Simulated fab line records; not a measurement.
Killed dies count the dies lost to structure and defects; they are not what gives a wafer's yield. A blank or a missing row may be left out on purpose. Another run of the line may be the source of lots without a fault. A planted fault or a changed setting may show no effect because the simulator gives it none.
fab line records | flow nand-harc
record lots=13 | wafers=39 | last-day=28
route steps=1159 shown P_M1@312 P_M2@326 END@1159
lots that met no fault: from a run of the same line without faults
start-h: the number of hours between the record's first day and the start of the first shown wafer of the lot | wait-h: hours since the lot's step before | " repeats the value in the row above | L1.1+2: a row that stands for several wafers | - no value present, or no start provided | * or withheld: withheld | < > ~ a bound
route shown NAME@n: a module of which the file shows steps, and the number in the route of the first | usual: mean/standard deviation of fault-free wafers | same: alike in all rows | chamber/n: place in a boat | sites: per-site readings | _std_site: the standard deviation of these | _edge_site: inner sites' mean taken away from outer sites' mean | radius-mm: how far each site lies from the wafer's centre | mask NAME#n: copy n | behind: the most recent tool/chamber to have shaped the wafer | hold: cause of the lot's hold/its duration in hours/its outcome | device: the n, p or np transistor that did not switch | end of line: the tests these same wafers got at the end of their route | a step without rows: its recipe alone | killed: not the wafer's yield, but the dies lost to structure and defects at the first sort | map: per-die view of a wafer (x killed, . not killed, _ where there is no die)
set.NAME: the run value of the setting; set.NAME@STEP: its run value at that earlier step | model.NAME: the simulator's own value behind a step, which no gauge read
steps of the route over a sample of lots; a table a step, a row a wafer
services: when a tool's chamber went out of use (start-h, in hours from the record's first day, below 0 if earlier), for how many hours, and the reason
## steps
# step NHARC_P_M1_THK_MEAS_24
# recipe thk-meas-gauge=xrf
# usual thk-nm=158.0/1.4
lot.wafer | tool          | chamber | start-h | wait-h | thk-nm
L704.1    | film-metro-02 | -       | 182.19  | -      | 158.1
L704.2    | "             | -       | "       | "      | 159.1
L704.5    | "             | -       | "       | "      | 157.2
L705.1    | film-metro-02 | -       | 183.96  | -      | 156.2
L705.2    | "             | -       | "       | "      | 155.3
L705.6    | "             | -       | "       | "      | 157.3
L703.1    | film-metro-01 | -       | 185.86  | -      | 156.6
L703.5    | "             | -       | "       | "      | 157.8
L703.6    | "             | -       | "       | "      | 159.4
L707.1    | film-metro-01 | -       | 186.75  | -      | 158.1
L707.3    | "             | -       | "       | "      | 159.2
L707.6    | "             | -       | "       | "      | 154.8
L708.4    | film-metro-02 | -       | 198.00  | -      | 157.3
L708.5    | "             | -       | "       | "      | 158.3
L708.6    | "             | -       | "       | "      | 158.9
L711.1    | film-metro-02 | -       | 202.13  | -      | 157.9
L711.2    | "             | -       | "       | "      | 158.0
L711.5    | "             | -       | "       | "      | 158.4
L715.1    | film-metro-01 | -       | 208.16  | -      | 159.1
L715.3    | "             | -       | "       | "      | 157.8
L715.5    | "             | -       | "       | "      | 159.9
L714.1    | film-metro-02 | -       | 209.42  | -      | 156.2
L714.2    | "             | -       | "       | "      | 158.2
L714.6    | "             | -       | "       | "      | 160.0
L716.1    | film-metro-02 | -       | 209.72  | -      | 157.8
L716.2    | "             | -       | "       | "      | 158.2
L716.6    | "             | -       | "       | "      | 160.8
L721.1    | film-metro-01 | -       | 224.16  | -      | 155.6
L721.2    | "             | -       | "       | "      | 157.7
L721.6    | "             | -       | "       | "      | 159.9
L722.1    | film-metro-02 | -       | 233.52  | -      | 158.2
L722.2    | "             | -       | "       | "      | 159.2
L722.6    | "             | -       | "       | "      | 156.7
L723.1    | film-metro-01 | -       | 238.59  | -      | 157.7
L723.3    | "             | -       | "       | "      | 157.1
L723.6    | "             | -       | "       | "      | 156.4
L726.1    | film-metro-01 | -       | 254.20  | -      | 158.8
L726.2    | "             | -       | "       | "      | 158.9
L726.6    | "             | -       | "       | "      | 158.8
# step NHARC_P_M1_PRE_CLEAN_32
# recipe time-s=12 | temp-c=370 | rf-power-w=300 | gas=NH3
# usual heater-power-w=617/66
lot.wafer | tool     | chamber | start-h | wait-h | heater-power-w
L704.1    | pecvd-04 | 2       | 182.59  | 0.2    | 642
L704.2    | "        | 1       | "       | "      | 614
L704.5    | "        | 1       | "       | "      | 615
L705.2    | pecvd-04 | 2       | 184.18  | 0.1    | 658
L705.1    | "        | 1       | "       | "      | 571
L705.6    | "        | 1       | "       | "      | 571
L703.1    | pecvd-04 | 0       | 186.10  | 0.1    | 510
L703.6    | "        | 2       | "       | "      | 630
L703.5    | "        | 0       | "       | "      | 516
L707.1    | pecvd-01 | 1       | 186.99  | 0.1    | 630
L707.3    | "        | 2       | "       | "      | 665
L707.6    | "        | 0       | "       | "      | 529
L708.6    | pecvd-01 | 0       | 198.90  | 0.7    | 631
L708.5    | "        | 1       | "       | "      | 573
L708.4    | "        | 2       | "       | "      | 709
L711.1    | pecvd-02 | 2       | 202.35  | 0.1    | 599
L711.2    | "        | 1       | "       | "      | 663
L711.5    | "        | 2       | "       | "      | 619
L715.1    | pecvd-04 | 1       | 208.39  | 0.1    | 551
L715.3    | "        | 2       | "       | "      | 635
L715.5    | "        | 2       | "       | "      | 646
L714.1    | pecvd-04 | 2       | 209.64  | 0.1    | 609
L714.2    | "        | 1       | "       | "      | 586
L714.6    | "        | 0       | "       | "      | 589
L716.1    | pecvd-04 | 2       | 209.98  | 0.1    | 608
L716.2    | "        | 1       | "       | "      | 544
L716.6    | "        | 0       | "       | "      | 505
L721.1    | pecvd-02 | 0       | 224.38  | 0.1    | 645
L721.2    | "        | 1       | "       | "      | 659
L721.6    | "        | 2       | "       | "      | 646
L722.1    | pecvd-02 | 2       | 233.76  | 0.1    | 697
L722.2    | "        | 0       | "       | "      | 637
L722.6    | "        | 1       | "       | "      | 620
L723.3    | pecvd-02 | 2       | 238.83  | 0.1    | 641
L723.1    | "        | 0       | "       | "      | 595
L723.6    | "        | 0       | "       | "      | 594
L726.2    | pecvd-01 | 1       | 254.44  | 0.1    | 608
L726.1    | "        | 2       | "       | "      | 701
L726.6    | "        | 2       | "       | "      | 722
# step NHARC_P_M2_PEB_07
# recipe peb-temp-c=100 | peb-time-s=65
lot.wafer  | tool           | chamber | start-h | wait-h
L704.1+2+5 | litho-track-06 | 0       | 183.81  | 0.1
L705.1+2+6 | litho-track-04 | 0       | 185.44  | 0.1
L703.1+5+6 | litho-track-01 | 0       | 187.19  | 0.1
L707.1+3+6 | litho-track-06 | 0       | 188.20  | 0.1
L708.4+5+6 | litho-track-04 | 0       | 200.11  | 0.0
L711.1+2+5 | litho-track-04 | 0       | 203.92  | 0.1
L715.1+3+5 | litho-track-04 | 0       | 209.48  | 0.1
L714.1+2+6 | litho-track-01 | 0       | 210.77  | 0.1
L716.1+2+6 | litho-track-04 | 0       | 211.23  | 0.1
L721.1+2+6 | litho-track-01 | 0       | 225.51  | 0.1
L722.1+2+6 | litho-track-01 | 0       | 234.85  | 0.1
L723.1+3+6 | litho-track-06 | 0       | 240.08  | 0.1
L726.1+2+6 | litho-track-06 | 0       | 255.67  | 0.1
# step NHARC_P_M2_CD_MEAS_09
# recipe target-cd-nm=170 | landing-energy-ev=500
# usual cd-nm=170.0/0.59
lot.wafer | tool      | chamber | start-h | wait-h | cd-nm
L704.1    | cd-sem-03 | 0       | 183.89  | -      | 170.0
L704.2    | "         | 0       | "       | "      | 169.7
L704.5    | "         | 0       | "       | "      | 169.6
L705.1    | cd-sem-01 | 0       | 185.51  | -      | 169.0
L705.2    | "         | 0       | "       | "      | 169.8
L705.6    | "         | 0       | "       | "      | 169.5
L703.1    | cd-sem-03 | 0       | 187.27  | -      | 170.2
L703.5    | "         | 0       | "       | "      | 169.4
L703.6    | "         | 0       | "       | "      | 169.6
L707.1    | cd-sem-02 | 0       | 188.28  | -      | 170.0
L707.3    | "         | 0       | "       | "      | 170.4
L707.6    | "         | 0       | "       | "      | 170.8
L708.4    | cd-sem-03 | 0       | 200.20  | -      | 169.7
L708.5    | "         | 0       | "       | "      | 169.0
L708.6    | "         | 0       | "       | "      | 168.7
L711.1    | cd-sem-01 | 0       | 204.00  | -      | 183.4
L711.2    | "         | 0       | "       | "      | 183.0
L711.5    | "         | 0       | "       | "      | 182.7
L715.1    | cd-sem-03 | 0       | 209.56  | -      | 183.3
L715.3    | "         | 0       | "       | "      | 182.7
L715.5    | "         | 0       | "       | "      | 182.2
L714.1    | cd-sem-02 | 0       | 210.85  | -      | 169.9
L714.2    | "         | 0       | "       | "      | 169.4
L714.6    | "         | 0       | "       | "      | 170.3
L716.1    | cd-sem-02 | 0       | 211.30  | -      | 183.1
L716.2    | "         | 0       | "       | "      | 183.5
L716.6    | "         | 0       | "       | "      | 182.7
L721.1    | cd-sem-01 | 0       | 225.59  | -      | 169.9
L721.2    | "         | 0       | "       | "      | 169.9
L721.6    | "         | 0       | "       | "      | 169.9
L722.1    | cd-sem-02 | 0       | 234.92  | -      | 169.6
L722.2    | "         | 0       | "       | "      | 169.4
L722.6    | "         | 0       | "       | "      | 170.3
L723.1    | cd-sem-03 | 0       | 240.16  | -      | 170.4
L723.3    | "         | 0       | "       | "      | 170.6
L723.6    | "         | 0       | "       | "      | 170.5
L726.1    | cd-sem-01 | 0       | 255.75  | -      | 170.3
L726.2    | "         | 0       | "       | "      | 170.0
L726.6    | "         | 0       | "       | "      | 170.7
# step NHARC_P_M2_INSPECT_11
# usual raw-defect-count=4.1/2.3
lot.wafer | tool              | chamber | start-h | wait-h | raw-defect-count
L704.1    | defect-inspect-02 | -       | 184.02  | 0.0    | 4
L704.2    | "                 | -       | "       | "      | 4
L704.5    | "                 | -       | "       | "      | 4
L705.1    | defect-inspect-02 | -       | 185.64  | 0.0    | 5
L705.2    | "                 | -       | "       | "      | 2
L705.6    | "                 | -       | "       | "      | 2
L703.1    | defect-inspect-01 | -       | 187.39  | 0.0    | 6
L703.5    | "                 | -       | "       | "      | 3
L703.6    | "                 | -       | "       | "      | 3
L707.1    | defect-inspect-02 | -       | 188.42  | 0.0    | 2
L707.3    | "                 | -       | "       | "      | 3
L707.6    | "                 | -       | "       | "      | 4
L708.4    | defect-inspect-01 | -       | 200.32  | 0.0    | 8
L708.5    | "                 | -       | "       | "      | 2
L708.6    | "                 | -       | "       | "      | 6
L711.1    | defect-inspect-01 | -       | 204.15  | 0.0    | 4
L711.2    | "                 | -       | "       | "      | 5
L711.5    | "                 | -       | "       | "      | 3
L715.1    | defect-inspect-01 | -       | 209.69  | 0.0    | 3
L715.3    | "                 | -       | "       | "      | 4
L715.5    | "                 | -       | "       | "      | 3
L714.1    | defect-inspect-01 | -       | 210.97  | 0.0    | 3
L714.2    | "                 | -       | "       | "      | 0
L714.6    | "                 | -       | "       | "      | 4
L716.1    | defect-inspect-01 | -       | 211.43  | 0.0    | 6
L716.2    | "                 | -       | "       | "      | 5
L716.6    | "                 | -       | "       | "      | 10
L721.1    | defect-inspect-01 | -       | 225.73  | 0.1    | 3
L721.2    | "                 | -       | "       | "      | 6
L721.6    | "                 | -       | "       | "      | 1
L722.1    | defect-inspect-02 | -       | 235.05  | 0.0    | 3
L722.2    | "                 | -       | "       | "      | 7
L722.6    | "                 | -       | "       | "      | 3
L723.1    | defect-inspect-02 | -       | 240.28  | 0.0    | 5
L723.3    | "                 | -       | "       | "      | 1
L723.6    | "                 | -       | "       | "      | 5
L726.1    | defect-inspect-02 | -       | 255.88  | 0.0    | 4
L726.2    | "                 | -       | "       | "      | 3
L726.6    | "                 | -       | "       | "      | 3
# step NHARC_END_SORT_01
# recipe temp-c=25
# usual defect-limited-yield=95.1/1.7 | killed-at-array=29/11 | killed-at-other=0.5/0.85 | killed-at-periphery=3.0/2.3 | killed-dies=33/12 | killed-open=3.3/1.9 | killed-short=2.0/1.5 | sort_bin_2_pct=1.5/0.66 | sort_bin_3_pct=0.25/0.21 | sort_bin_4_pct=3.1/1.2 | sort-n-pass=644/12 | sort-rim-yield-pct=96.7/2 | sort-yield-pct=95.1/1.7
# same gross-dies=677 | sort_bin_5_pct[%]=0 | sort_bin_6_pct[%]=0 | sort_bin_7_pct[%]=0 | sort_bin_8_pct[%]=0 | sort-rim-n-gross=106.00
lot.wafer | tool      | chamber | start-h | wait-h | defect-limited-yield[%] | killed-at-array | killed-at-other | killed-at-periphery | killed-dies | killed-open | killed-short | sort_bin_2_pct[%] | sort_bin_3_pct[%] | sort_bin_4_pct[%] | sort-n-pass | sort-rim-yield-pct[%] | sort-yield-pct[%]
L703.1    | prober-01 | 0       | 572.20  | 2.5    | 96.3                    | 21              | 1               | 3                   | 25          | 3           | 1            | 0.4               | 0.30              | 3.0               | 652         | 95.3                  | 96.3
L703.5    | prober-01 | 0       | 575.39  | 3.7    | 94.8                    | 32              | 0               | 3                   | 35          | 8           | 1            | 1.8               | 0.15              | 3.2               | 642         | 94.3                  | 94.8
L703.6    | prober-01 | 0       | 576.18  | 4.0    | 95.4                    | 30              | 0               | 1                   | 31          | 3           | 1            | 0.9               | 0.30              | 3.4               | 646         | 99.1                  | 95.4
L704.1    | prober-01 | 0       | 579.98  | 2.5    | 93.4                    | 41              | 0               | 4                   | 45          | 1           | 3            | 2.1               | 0.30              | 4.3               | 632         | 94.3                  | 93.4
L704.2    | prober-01 | 0       | 580.78  | 2.8    | 94.7                    | 33              | 0               | 3                   | 36          | 4           | 1            | 1.6               | 0.30              | 3.4               | 641         | 97.2                  | 94.7
L704.5    | prober-01 | 0       | 583.15  | 3.7    | 91.1                    | 53              | 0               | 7                   | 60          | 6           | 2            | 2.5               | 0.44              | 5.9               | 617         | 95.3                  | 91.1
L705.1    | prober-02 | 0       | 584.09  | 2.5    | 98.2                    | 11              | 0               | 1                   | 12          | 3           | 4            | 0.6               | 0.15              | 1.0               | 665         | 100.0                 | 98.2
L705.2    | prober-02 | 0       | 584.88  | 2.8    | 97.6                    | 14              | 0               | 2                   | 16          | 3           | 2            | 0.4               | 0.15              | 1.8               | 661         | 99.1                  | 97.6
L705.6    | prober-02 | 0       | 588.05  | 4.0    | 98.4                    | 9               | 0               | 2                   | 11          | 3           | 0            | 0.3               | 0.15              | 1.2               | 666         | 98.1                  | 98.4
L711.1    | prober-02 | 0       | 591.85  | 2.5    | 96.2                    | 25              | 0               | 1                   | 26          | 4           | 5            | 1.3               | 0.15              | 2.4               | 651         | 94.3                  | 96.2
L711.2    | prober-02 | 0       | 592.66  | 2.8    | 97.0                    | 19              | 0               | 1                   | 20          | 1           | 0            | 0.6               | 0.15              | 2.2               | 657         | 100.0                 | 97.0
L711.5    | prober-02 | 0       | 595.08  | 3.7    | 98.4                    | 10              | 0               | 1                   | 11          | 4           | 1            | 0.4               | 0                 | 1.2               | 666         | 97.2                  | 98.4
L716.1    | prober-02 | 0       | 615.30  | 2.5    | 91.3                    | 52              | 0               | 7                   | 59          | 4           | 3            | 2.5               | 0.15              | 6.1               | 618         | 95.3                  | 91.3
L716.2    | prober-02 | 0       | 616.10  | 2.8    | 92.5                    | 40              | 3               | 8                   | 51          | 4           | 2            | 3.1               | 0.59              | 3.8               | 626         | 93.4                  | 92.5
L716.6    | prober-02 | 0       | 619.30  | 4.0    | 90.7                    | 53              | 4               | 6                   | 63          | 5           | 1            | 2.4               | 0.59              | 6.4               | 614         | 92.5                  | 90.7
L722.1    | prober-02 | 0       | 630.93  | 2.5    | 93.5                    | 43              | 1               | 0                   | 44          | 2           | 1            | 2.2               | 0.44              | 3.8               | 633         | 93.4                  | 93.5
L722.2    | prober-02 | 0       | 631.72  | 2.8    | 95.3                    | 29              | 0               | 3                   | 32          | 2           | 4            | 1.5               | 0.15              | 3.1               | 645         | 96.2                  | 95.3
L722.6    | prober-02 | 0       | 634.90  | 4.0    | 93.1                    | 44              | 1               | 2                   | 47          | 1           | 5            | 1.6               | 0.44              | 4.9               | 630         | 90.6                  | 93.1
L715.1    | prober-02 | 0       | 654.24  | 2.5    | 93.2                    | 42              | 0               | 4                   | 46          | 7           | 4            | 3.4               | 0.15              | 3.2               | 631         | 94.3                  | 93.2
L715.3    | prober-02 | 0       | 655.84  | 3.1    | 92.6                    | 47              | 0               | 3                   | 50          | 10          | 0            | 2.1               | 0                 | 5.3               | 627         | 95.3                  | 92.6
L715.5    | prober-02 | 0       | 657.44  | 3.7    | 92.5                    | 49              | 0               | 2                   | 51          | 2           | 1            | 2.2               | 0.30              | 5.0               | 626         | 98.1                  | 92.5
# killed by level:class
L703.1 A_SLIT:chamber-film-flake=9 A_CONTACT:chamber-film-flake=5 P_ZERO_WELL:chamber-film-flake=2 A_CHANNEL_HOLE_D1:chamber-film-flake=2 P_CONTACT:geometric-particle:open=1 A_WL_FILL:geometric-particle:open=1 A_CONTACT:geometric-particle:open=1 A_CONTACT:geometric-particle:short=1
L703.5 A_SLIT:chamber-film-flake=10 A_CONTACT:chamber-film-flake=10 A_CONTACT:geometric-particle:open=3 A_CHANNEL_HOLE_D1:chamber-film-flake=3 P_GATE:geometric-particle:open=1 P_CONTACT:geometric-particle:open=1 A_SOURCE_PLATE:geometric-particle:open=1 A_ONON_D1:geometric-particle:open=1
L703.6 A_SLIT:chamber-film-flake=18 A_CHANNEL_HOLE_D1:chamber-film-flake=3 A_STAIRCASE:chamber-film-flake=2 A_CONTACT:chamber-film-flake=2 P_M0:geometric-particle:open=1 A_CHANNEL_HOLE_D1:geometric-particle:open=1 A_CONTACT:geometric-particle:short=1 A_BLC:geometric-particle:open=1
L704.1 A_SLIT:chamber-film-flake=16 A_CHANNEL_HOLE_D1:chamber-film-flake=15 A_CONTACT:chamber-film-flake=3 A_STAIRCASE:chamber-film-flake=3 A_M1:chamber-film-flake=2 P_GATE:geometric-particle:short=1 P_GATE:geometric-particle:open=1 A_SOURCE_PLATE:geometric-particle:short=1
L704.2 A_CHANNEL_HOLE_D1:chamber-film-flake=11 A_SLIT:chamber-film-flake=11 A_CONTACT:chamber-film-flake=4 A_CONTACT:geometric-particle:open=2 A_STAIRCASE:chamber-film-flake=2 P_GATE:geometric-particle:open=1 A_CHANNEL_FILL_D1:geometric-particle:open=1 A_CHANNEL_FILL_D1:geometric-particle:short=1
L704.5 A_CHANNEL_HOLE_D1:chamber-film-flake=18 A_SLIT:chamber-film-flake=18 A_CONTACT:chamber-film-flake=6 A_STAIRCASE:chamber-film-flake=3 A_BLC:geometric-particle:open=2 P_GATE:chamber-film-flake=2 A_M1:chamber-film-flake=2 P_GATE:geometric-particle:open=1
L705.1 A_CONTACT:chamber-film-flake=3 A_WL_FILL:geometric-particle:short=2 A_CHANNEL_HOLE_D1:chamber-film-flake=2 P_STI:geometric-particle:open=1 A_ONON_D1:geometric-particle:short=1 A_CHANNEL_FILL_D1:geometric-particle:open=1 A_CHANNEL_FILL_D1:geometric-particle:short=1 A_M0:geometric-particle:open=1
L705.2 A_CONTACT:chamber-film-flake=5 A_CHANNEL_HOLE_D1:chamber-film-flake=3 A_CONTACT:geometric-particle:open=2 P_GATE:geometric-particle:short=1 A_WL_FILL:geometric-particle:short=1 A_WL_FILL:geometric-particle:open=1 P_STI:chamber-film-flake=1 A_STAIRCASE:chamber-film-flake=1
L705.6 A_CHANNEL_HOLE_D1:chamber-film-flake=5 A_CONTACT:chamber-film-flake=3 P_CONTACT:geometric-particle:open=1 P_M0:geometric-particle:open=1 A_CHANNEL_HOLE_D1:geometric-particle:open=1
L711.1 A_CHANNEL_HOLE_D1:chamber-film-flake=7 A_STAIRCASE:chamber-film-flake=5 A_CONTACT:chamber-film-flake=4 A_CONTACT:geometric-particle:open=2 A_M0:geometric-particle:open=2 A_M0:geometric-particle:short=2 A_ONON_D1:geometric-particle:short=1 A_CHANNEL_FILL_D1:geometric-particle:short=1
L711.2 A_CHANNEL_HOLE_D1:chamber-film-flake=6 A_CONTACT:chamber-film-flake=6 A_ZERO_WELL:chamber-film-flake=2 A_CONTACT:geometric-particle:open=1 P_BONDPAD:chamber-film-flake=1 A_STAIRCASE:chamber-film-flake=1 A_SLIT:chamber-film-flake=1 A_WL_FILL:chamber-film-flake=1
L711.5 A_CONTACT:geometric-particle:open=2 A_SLIT:chamber-film-flake=2 A_CONTACT:chamber-film-flake=2 P_CONTACT:geometric-particle:open=1 A_CHANNEL_FILL_D1:geometric-particle:short=1 A_WL_FILL:geometric-particle:open=1 A_ZERO_WELL:chamber-film-flake=1 A_CHANNEL_HOLE_D1:chamber-film-flake=1
L716.1 A_CHANNEL_HOLE_D1:chamber-film-flake=20 A_SLIT:chamber-film-flake=20 A_CONTACT:chamber-film-flake=7 P_ZERO_WELL:chamber-film-flake=3 A_CHANNEL_FILL_D1:geometric-particle:short=2 P_GATE:geometric-particle:open=1 P_CONTACT:geometric-particle:open=1 P_BONDPAD:geometric-particle:short=1
L716.2 A_CHANNEL_HOLE_D1:chamber-film-flake=17 A_SLIT:chamber-film-flake=14 P_STI:chamber-film-flake=6 A_CONTACT:chamber-film-flake=3 THIN_TSV:chamber-film-flake=3 P_CONTACT:geometric-particle:open=1 P_M1:geometric-particle:open=1 A_CHANNEL_FILL_D1:geometric-particle:short=1
L716.6 A_SLIT:chamber-film-flake=19 A_CHANNEL_HOLE_D1:chamber-film-flake=18 A_CONTACT:chamber-film-flake=5 P_STI:chamber-film-flake=4 THIN_TSV:chamber-film-flake=4 A_STAIRCASE:chamber-film-flake=3 A_CHANNEL_FILL_D1:chamber-film-flake=2 P_CONTACT:geometric-particle:open=1
L722.1 A_CHANNEL_HOLE_D1:chamber-film-flake=33 A_STAIRCASE:chamber-film-flake=3 A_WL_FILL:chamber-film-flake=2 A_CONTACT:chamber-film-flake=2 A_ONON_D1:geometric-particle:open=1 A_WL_FILL:geometric-particle:short=1 A_M1:geometric-particle:open=1 THIN_TSV:chamber-film-flake=1
L722.2 A_CHANNEL_HOLE_D1:chamber-film-flake=19 A_WL_FILL:chamber-film-flake=4 A_CONTACT:chamber-film-flake=2 P_GATE:geometric-particle:short=1 P_CONTACT:geometric-particle:open=1 A_ONON_D1:geometric-particle:short=1 A_CHANNEL_HOLE_D1:geometric-particle:open=1 A_CHANNEL_FILL_D1:geometric-particle:short=1
L722.6 A_CHANNEL_HOLE_D1:chamber-film-flake=22 A_STAIRCASE:chamber-film-flake=10 A_WL_FILL:chamber-film-flake=3 A_CONTACT:chamber-film-flake=3 A_WL_FILL:geometric-particle:short=2 P_M1:geometric-particle:short=1 A_SOURCE_PLATE:geometric-particle:short=1 A_CONTACT:geometric-particle:open=1
L715.1 A_SLIT:chamber-film-flake=18 A_CHANNEL_HOLE_D1:chamber-film-flake=13 A_CONTACT:chamber-film-flake=2 P_CONTACT:geometric-particle:open=1 P_M0:geometric-particle:open=1 P_M1:geometric-particle:open=1 P_M1:geometric-particle:short=1 A_ONON_D1:geometric-particle:open=1
L715.3 A_SLIT:chamber-film-flake=19 A_CHANNEL_HOLE_D1:chamber-film-flake=14 A_CONTACT:geometric-particle:open=4 A_CONTACT:chamber-film-flake=4 A_ONON_D1:geometric-particle:open=3 P_M0:geometric-particle:open=1 A_CHANNEL_FILL_D1:geometric-particle:open=1 A_WL_FILL:geometric-particle:open=1
L715.5 A_SLIT:chamber-film-flake=24 A_CHANNEL_HOLE_D1:chamber-film-flake=21 A_STAIRCASE:chamber-film-flake=2 P_CONTACT:geometric-particle:open=1 A_SGD_CUT:geometric-particle:short=1 A_CONTACT:geometric-particle:open=1 P_GATE:chamber-film-flake=1
## services
tool           | chamber | start-h | hours | kind
pecvd-02       | 0       | 166.05  | -     | clean
pecvd-02       | 1       | 166.05  | -     | clean
pecvd-02       | 2       | 166.05  | -     | clean
litho-track-01 | -       | 179.46  | -     | consumable-replace:filter
pecvd-02       | -       | 184.09  | 1.5   | repair
pecvd-04       | -       | 195.00  | 13.0  | pm
pecvd-04       | 0       | 195.00  | 13.0  | vent-cycle
pecvd-04       | 1       | 195.00  | 13.0  | vent-cycle
pecvd-04       | 2       | 195.00  | 13.0  | vent-cycle
pecvd-04       | 0       | 208.00  | -     | clean
pecvd-04       | 1       | 208.00  | -     | clean
pecvd-04       | 2       | 208.00  | -     | clean
pecvd-01       | -       | 237.16  | 13.0  | pm
pecvd-01       | 0       | 237.16  | 13.0  | vent-cycle
pecvd-01       | 1       | 237.16  | 13.0  | vent-cycle
pecvd-01       | 2       | 237.16  | 13.0  | vent-cycle
pecvd-01       | 0       | 250.16  | -     | clean
pecvd-01       | 1       | 250.16  | -     | clean
pecvd-01       | 2       | 250.16  | -     | clean
## key
first-sign step=NHARC_P_M2_CD_MEAS_09 | reading=cd-nm | direction=up | sigmas=22 | usual=170.0 | struck=183.0
effect none on later readings
met-at NHARC_P_M2_PEB_07
struck-lots L711,L715,L716
not-acting-at NHARC_P_M1_THK_MEAS_24,NHARC_P_M1_PRE_CLEAN_32,NHARC_P_M2_INSPECT_11
onset-between 200.11 203.92
fault kind=process-parameter-drift | tool=litho-track-04 | chamber=- | onset-h=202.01 | steps=NHARC_P_M2_PEB_07 | channel=peb-time-s | offset=* | shape=step | end-h=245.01 | acts-in=* | stated=*
